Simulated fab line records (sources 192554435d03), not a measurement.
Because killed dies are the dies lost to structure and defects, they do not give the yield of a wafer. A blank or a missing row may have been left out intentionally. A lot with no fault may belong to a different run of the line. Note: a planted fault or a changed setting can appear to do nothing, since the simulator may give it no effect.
Split-lot experiment | flow n5-finfet | on a route of 1938 steps: 7 lots, 21 wafers read

## ABOUT THE SPLIT
At N5_BEOL_M3_TRENCH_ETCH_37 (etches SiOC in C4F6/O2, target depth 55.555 nm, time 29.2 s), the setting time-s was moved away from the recipe's 29.2 s on 5 of the 21 wafers read, by -22.4% to +6.1%. The other wafers ran this setting at the recipe's value.

## FROM THE SPLIT TO THE READING: what the file shows between them, 2 steps
- N5_BEOL_M3_ETCH_41: etches SiCN in CH3F/O2, target depth 29.9 nm, time 52.5 s
- N5_BEOL_M3_STRIP_97: strips in N2/H2, time 10 s

## THE READING
trench-depth-nm, in nm, at N5_BEOL_M3_OCD_MEAS_38. On this fab line, fault-free wafers typically give 55.5 nm with a standard deviation of 0.85 nm.

wafer  | tool, chamber at the split | time-s as run, s | against the recipe | trench-depth-nm, nm | against lot-mates on the recipe
L076.2 | rie-diel-05, 0             | 30.98            | +6.1%              | 58.5                | +3.0
L076.4 | rie-diel-05, 1             | 29.2             | recipe             | 54.2                | -
L076.6 | rie-diel-05, 3             | 29.2             | recipe             | 56.7                | -
L075.2 | rie-diel-02, 2             | 29.2             | recipe             | 56.8                | -
L075.5 | rie-diel-02, 0             | 23.25            | -20.4%             | 45.0                | -11.6
L075.6 | rie-diel-02, 3             | 29.2             | recipe             | 56.5                | -
L084.3 | rie-diel-03, 2             | 22.66            | -22.4%             | 43.7                | -11.5
L084.4 | rie-diel-03, 3             | 29.2             | recipe             | 54.7                | -
L084.5 | rie-diel-03, 2             | 29.2             | recipe             | 55.6                | -
L088.3 | rie-diel-05, 3             | 29.2             | recipe             | 55.5                | -
L088.4 | rie-diel-05, 2             | 29.2             | recipe             | 53.9                | -
L088.5 | rie-diel-05, 0             | 29.2             | recipe             | 55.2                | -
L091.3 | rie-diel-03, 1             | 23.25            | -20.4%             | 44.6                | -11.0
L091.5 | rie-diel-03, 3             | 29.2             | recipe             | 55.4                | -
L091.6 | rie-diel-03, 1             | 29.2             | recipe             | 55.8                | -
L093.2 | rie-diel-03, 2             | 29.2             | recipe             | 56.4                | -
L093.3 | rie-diel-03, 0             | 29.2             | recipe             | 55.3                | -
L093.4 | rie-diel-03, 3             | 22.94            | -21.4%             | 43.3                | -12.5
L095.2 | rie-diel-02, 0             | 29.2             | recipe             | 55.5                | -
L095.3 | rie-diel-02, 3             | 29.2             | recipe             | 55.1                | -
L095.5 | rie-diel-02, 3             | 29.2             | recipe             | 54.7                | -

THE FIT
A straight line over all 21 wafers: trench-depth-nm changes by +0.533 nm for each +1% of time-s; r = +0.99; the points scatter about the line by 0.78 nm.
The same after taking each lot's own level away (the mean of its wafers on the recipe; 21 wafers): +0.549 nm for each +1%; r = +0.99; scatter 0.64 nm.
The reading moves by 12 nm for the largest change in time-s, on that fit.
Measured against the standard deviation above, the lots' own levels, which go from 54.87 to 56.65 nm, span 2.1 times it.
The two slopes agree, so the slope changes little with the lot-to-lot level.
Check: with one of the wafers moved furthest among these (-22.4%) left out of the fit, the line predicts -12.6 nm for it against its lot-mates. Against them it came out at -11.5 nm.

## OTHER SPLITS ON THESE WAFERS
Note: prior to the reading, these wafers also went through further splits. Each is held against what the fit with the lots' levels taken away leaves over:
other split on the same wafers              | wafers away from the commonest value | r with trench-depth-nm (lot level and that fit taken away)
N5_BEOL_M0_SAQP_COAT_105 spin-rpm           | 5                                    | -0.15
N5_BEOL_M0_SAQP_SPACER2_ALD_26 target-thk-a | 4                                    | -0.14
N5_BEOL_M2_DESCUM_16 time-s                 | 6                                    | +0.20

## THE WHOLE CHAIN: every reading that the file lists as answering this split, in the file's order
step                      | what it does                                                | reading                                                                          | change (the file's fit)                | r (the file's)
N5_BEOL_M3_TRENCH_ETCH_37 | etches SiOC in C4F6/O2, target depth 55.555 nm, time 29.2 s | BEOL_M3.feature-depth-nm (the simulator's own value, which no gauge read)        | +0.553 nm for each +1% of the setting  | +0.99
N5_BEOL_M3_TRENCH_ETCH_37 | etches SiOC in C4F6/O2, target depth 55.555 nm, time 29.2 s | etch.depth-nm (the simulator's own value, which no gauge read)                   | +0.551 nm for each +1% of the setting  | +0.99
N5_BEOL_M3_TRENCH_ETCH_37 | etches SiOC in C4F6/O2, target depth 55.555 nm, time 29.2 s | TiN_of_BEOL_M3_HM_DEP_02.thk-nm (the simulator's own value, which no gauge read) | -0.0223 nm for each +1% of the setting | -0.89
N5_BEOL_M3_OCD_MEAS_38    |                                                             | trench-depth-nm                                                                  | +0.551 nm for each +1% of the setting  | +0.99

## THE FILE'S OWN FIT
trench-depth-nm changes by +0.551 nm for each +1% of time-s, r = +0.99.
